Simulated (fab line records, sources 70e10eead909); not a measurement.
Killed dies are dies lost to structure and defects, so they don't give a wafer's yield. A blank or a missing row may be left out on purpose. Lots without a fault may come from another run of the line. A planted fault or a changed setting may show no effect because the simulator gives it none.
Which tool did it? | flow nand_harc | 13 lots, 39 wafers sampled, at 5 steps of a route of 1302

WHAT THE GAUGES READ, wafer by wafer
NHARC_END_SORT_01. Usual: defect_limited_yield 91.2 %, standard deviation 1.8; killed_at_array 55, standard deviation 12; killed_at_other 1.0, standard deviation 1.2; killed_at_periphery 3.9, standard deviation 2.6; killed_dies 60, standard deviation 12; killed_open 3.3, standard deviation 1.9; killed_short 2.5, standard deviation 1.8.
lot  | measured     | on        | defect_limited_yield (%) | killed_at_array | killed_at_other | killed_at_periphery | killed_dies | killed_open | killed_short | flag
L213 | day 25 00:14 | prober-01 | 90.0 89.1 89.1           | 66 70 72        | 0 1 0           | 2 3 2               | 68 74 74    | 2 2 1       | 1 3 2        |
L217 | day 26 01:29 | prober-02 | 92.9 93.9 92.8           | 46 37 42        | 0 0 1           | 2 4 6               | 48 41 49    | 5 6 5       | 2 3 4        |
L222 | day 28 22:22 | prober-02 | 77.5 76.5 83.5           | 149 155 109     | 1 2 1           | 2 2 2               | 152 159 112 | 1 1 2       | 2 3 3        | OFF
L224 | day 29 02:24 | prober-01 | 78.7 78.3 79.2           | 143 143 140     | 0 0 0           | 1 4 1               | 144 147 141 | 2 5 4       | 5 1 0        | OFF
L228 | day 30 09:40 | prober-02 | 90.0 91.3 92.2           | 68 54 46        | 0 0 0           | 0 5 7               | 68 59 53    | 1 0 4       | 1 2 0        |
L226 | day 30 09:41 | prober-01 | 93.8 92.6 93.2           | 37 49 43        | 0 0 0           | 5 1 3               | 42 50 46    | 5 5 4       | 3 5 2        |
L225 | day 30 20:06 | prober-02 | 90.8 92.0 91.9           | 59 52 52        | 1 0 2           | 2 2 1               | 62 54 55    | 4 5 2       | 3 1 1        |
L227 | day 31 04:52 | prober-01 | 88.9 89.7 89.8           | 66 66 64        | 6 3 4           | 3 1 1               | 75 70 69    | 4 0 2       | 4 2 4        |
L234 | day 33 09:40 | prober-02 | 88.5 90.4 89.8           | 75 61 66        | 0 0 0           | 3 4 3               | 78 65 69    | 1 3 3       | 3 4 2        |
L235 | day 33 10:28 | prober-01 | 91.1 89.1 90.8           | 56 66 59        | 0 0 0           | 4 8 3               | 60 74 62    | 4 3 5       | 2 1 2        |

WHICH TOOL RAN EACH LOT (tool, then ch and the chambers of the sampled wafers, then the start)
lot  | NHARC_A_BONDPAD_STRIP_16            | NHARC_THIN_TSV_ETCHBACK_48         | NHARC_THIN_TSV_PRE_CLEAN_50             | NHARC_THIN_TSV_ETCH_59
L213 | wet_bench-10 ch 3,4,6, day 23 18:14 | rie_diel-12 ch 2,3, day 24 10:43   | pvd_sputter-03, day 24 14:43 or earlier | rie_metal-01 ch 0,1, day 24 14:43
L215 | wet_bench-08 ch 2,3,4, day 24 05:05 | rie_diel-01 ch 0,2,3, day 24 21:18 | pvd_sputter-01, day 25 01:05 or earlier | rie_metal-02 ch 0,1, day 25 01:05
L217 | wet_bench-08 ch 2,4,5, day 24 16:26 | rie_diel-06 ch 2,3, day 25 12:03   | pvd_sputter-02, day 25 15:57 or earlier | rie_metal-02 ch 0,1, day 25 15:57
L222 | wet_bench-08 ch 0,1,2, day 27 17:24 | rie_diel-12 ch 0,1,2, day 28 09:34 | pvd_sputter-02, day 28 13:31 or earlier | rie_metal-02 ch 0,1, day 28 13:31
L224 | wet_bench-08 ch 0,5,7, day 27 19:22 | rie_diel-01 ch 2,3, day 28 10:50   | pvd_sputter-03, day 28 14:53 or earlier | rie_metal-01 ch 0,1, day 28 14:53
L228 | wet_bench-10 ch 1,2,4, day 29 03:35 | rie_diel-06 ch 2,3, day 29 20:03   | pvd_sputter-02, day 30 00:02 or earlier | rie_metal-01 ch 0,1, day 30 00:02
L226 | wet_bench-10 ch 4,5,6, day 29 05:01 | rie_diel-06 ch 0,1,2, day 29 21:13 | pvd_sputter-03, day 30 01:07 or earlier | rie_metal-02 ch 0,1, day 30 01:07
L225 | wet_bench-10 ch 0,1,3, day 29 10:39 | rie_diel-06 ch 0,2,3, day 30 04:00 | pvd_sputter-02, day 30 07:58 or earlier | rie_metal-01 ch 0,1, day 30 07:58
L227 | wet_bench-10 ch 0,1,4, day 29 22:42 | rie_diel-01 ch 1,3, day 30 15:23   | pvd_sputter-01, day 30 19:14 or earlier | rie_metal-03 ch 0,1, day 30 19:14
L230 | wet_bench-10 ch 4,5,6, day 30 04:22 | rie_diel-12 ch 0,1,2, day 30 21:54 | pvd_sputter-03, day 31 01:44 or earlier | rie_metal-02 ch 0,1, day 31 01:44
L232 | wet_bench-08 ch 2,4,5, day 31 12:07 | rie_diel-01 ch 0,1,2, day 32 04:57 | pvd_sputter-02, day 32 09:08 or earlier | rie_metal-02 ch 0,1, day 32 09:08
L234 | wet_bench-08 ch 2,4,6, day 32 02:56 | rie_diel-06 ch 2,3, day 32 19:57   | pvd_sputter-02, day 33 00:01 or earlier | rie_metal-01 ch 0,1, day 33 00:01
L235 | wet_bench-10 ch 1,4,5, day 32 03:49 | rie_diel-12 ch 1,3, day 32 21:25   | pvd_sputter-03, day 33 01:31 or earlier | rie_metal-03 ch 0,1, day 33 01:31
- NHARC_A_BONDPAD_STRIP_16: strips in post etch residue remover, time 600 s.
- NHARC_THIN_TSV_ETCHBACK_48: etches the open film in C4F8/Ar, target depth 1028.5 nm, time 405.17 s.
- NHARC_THIN_TSV_PRE_CLEAN_50: time 30 s.
- NHARC_THIN_TSV_ETCH_59: etches the open film in Cl2/BCl3, target depth 880 nm, time 138.1 s.

WHAT THE TOOLS THEMSELVES READ (means of the sampled wafers that have a number; where no wafer has one, the mark that the record gives instead)
NHARC_A_BONDPAD_STRIP_16. Usual: temp_c 30.00 C, standard deviation 0.11.
lot  | tool         | temp_c (C) | flag
L213 | wet_bench-10 | 29.99      |
L215 | wet_bench-08 | 30.02      |
L217 | wet_bench-08 | 29.93      |
L222 | wet_bench-08 | 29.97      |
L224 | wet_bench-08 | 30.03      |
L228 | wet_bench-10 | 30.01      |
L226 | wet_bench-10 | 29.94      |
L225 | wet_bench-10 | 30.00      |
L227 | wet_bench-10 | 29.99      |
L230 | wet_bench-10 | 30.01      |
L232 | wet_bench-08 | 29.88      |
L234 | wet_bench-08 | 29.95      |
L235 | wet_bench-10 | 30.04      |

NHARC_THIN_TSV_ETCHBACK_48. Usual: oes_product_au 0.95 a.u., standard deviation 0.037; rf_vpp_V 546 V, standard deviation 3.6.
lot  | tool        | oes_product_au (a.u.) | rf_vpp_V (V) | flag
L213 | rie_diel-12 | 0.92                  | 544          |
L215 | rie_diel-01 | 1.00                  | 547          |
L217 | rie_diel-06 | 1.00                  | 548          |
L222 | rie_diel-12 | 0.95                  | 545          |
L224 | rie_diel-01 | 0.92                  | 547          |
L228 | rie_diel-06 | 1.01                  | 548          |
L226 | rie_diel-06 | 0.99                  | 547          |
L225 | rie_diel-06 | 0.98                  | 547          |
L227 | rie_diel-01 | 0.92                  | 549          |
L230 | rie_diel-12 | 0.99                  | 546          |
L232 | rie_diel-01 | 1.01                  | 550          |
L234 | rie_diel-06 | 0.93                  | 548          |
L235 | rie_diel-12 | 0.92                  | 541          |

NHARC_THIN_TSV_PRE_CLEAN_50. Usual: heater_power_w 403 W, standard deviation 34; susceptor_temp_C 279.99 C, standard deviation 0.17.
lot  | tool           | heater_power_w (W) | susceptor_temp_C (C) | flag
L213 | pvd_sputter-03 | 438                | 280.22               |
L215 | pvd_sputter-01 | 412                | 279.89               |
L217 | pvd_sputter-02 | 424                | 279.96               |
L222 | pvd_sputter-02 | 368                | 279.99               |
L224 | pvd_sputter-03 | 412                | 279.96               |
L228 | pvd_sputter-02 | 377                | 279.79               |
L226 | pvd_sputter-03 | 355                | 279.96               |
L225 | pvd_sputter-02 | 408                | 279.92               |
L227 | pvd_sputter-01 | 443                | 280.08               |
L230 | pvd_sputter-03 | 394                | 280.01               |
L232 | pvd_sputter-02 | 377                | 280.02               |
L234 | pvd_sputter-02 | 390                | 279.94               |
L235 | pvd_sputter-03 | 366                | 280.07               |

NHARC_THIN_TSV_ETCH_59. Usual: bcl3_flow_sccm 30.01 sccm, standard deviation 0.091; drypump_motor_current_A 5.7 A, standard deviation 0.37; oes_product_au 1.001 a.u., standard deviation 0.01; throttle_valve_pct 22.264 %, standard deviation 0.0091.
lot  | tool         | bcl3_flow_sccm (sccm) | drypump_motor_current_A (A) | oes_product_au (a.u.) | throttle_valve_pct (%) | flag
L213 | rie_metal-01 | 30.09                 | 5.5                         | 0.994                 | 22.261                 |
L215 | rie_metal-02 | 30.02                 | 5.7                         | 0.990                 | 22.264                 |
L217 | rie_metal-02 | 30.05                 | 5.7                         | 0.996                 | 22.260                 |
L222 | rie_metal-02 | 30.02                 | 5.7                         | 1.010                 | 22.269                 |
L224 | rie_metal-01 | 29.99                 | 5.5                         | 0.997                 | 22.263                 |
L228 | rie_metal-01 | 30.07                 | 5.2                         | 1.003                 | 22.263                 |
L226 | rie_metal-02 | 29.99                 | 5.7                         | 1.000                 | 22.264                 |
L225 | rie_metal-01 | 30.04                 | 5.2                         | 0.998                 | 22.263                 |
L227 | rie_metal-03 | 29.96                 | 6.0                         | 1.005                 | 22.270                 |
L230 | rie_metal-02 | 29.96                 | 5.7                         | 0.998                 | 22.267                 |
L232 | rie_metal-02 | 30.02                 | 5.7                         | 0.995                 | 22.267                 |
L234 | rie_metal-01 | 30.07                 | 5.2                         | 1.003                 | 22.262                 |
L235 | rie_metal-03 | 30.08                 | 6.0                         | 1.007                 | 22.260                 |

THE ANSWER, worked out from the rows above alone
Rule: a lot is off if the mean of its wafers that have a number lies more than 3 standard deviations from the usual mean. A lot without any number at a reading at which 4 lots or more have one is off too. The other lots that the step has rows for count as sound. The gauges are gone through in route order, then the tools' own readings, and for those a lot's mean is taken as printed above. The first step at which some lot is off is used, and at that step the reading that is off furthest; a lot without a number counts as furthest.
Off: L222, L224, at NHARC_END_SORT_01 (killed_at_array). Neither off nor sound, because the step has no rows for them: L215, L230, L232.
A tool fits if, at a process step before that reading, it ran every lot that is off, and no sound lot after the first of them. The gauges at NHARC_END_SORT_01 are tried like those tools. NHARC_THIN_TSV_PRE_CLEAN_50 gives no start for some lots, so the hours and the order of its lots are those of NHARC_THIN_TSV_ETCH_59. None of those tried fits.

WHAT THE SIMULATOR HAD PUT IN
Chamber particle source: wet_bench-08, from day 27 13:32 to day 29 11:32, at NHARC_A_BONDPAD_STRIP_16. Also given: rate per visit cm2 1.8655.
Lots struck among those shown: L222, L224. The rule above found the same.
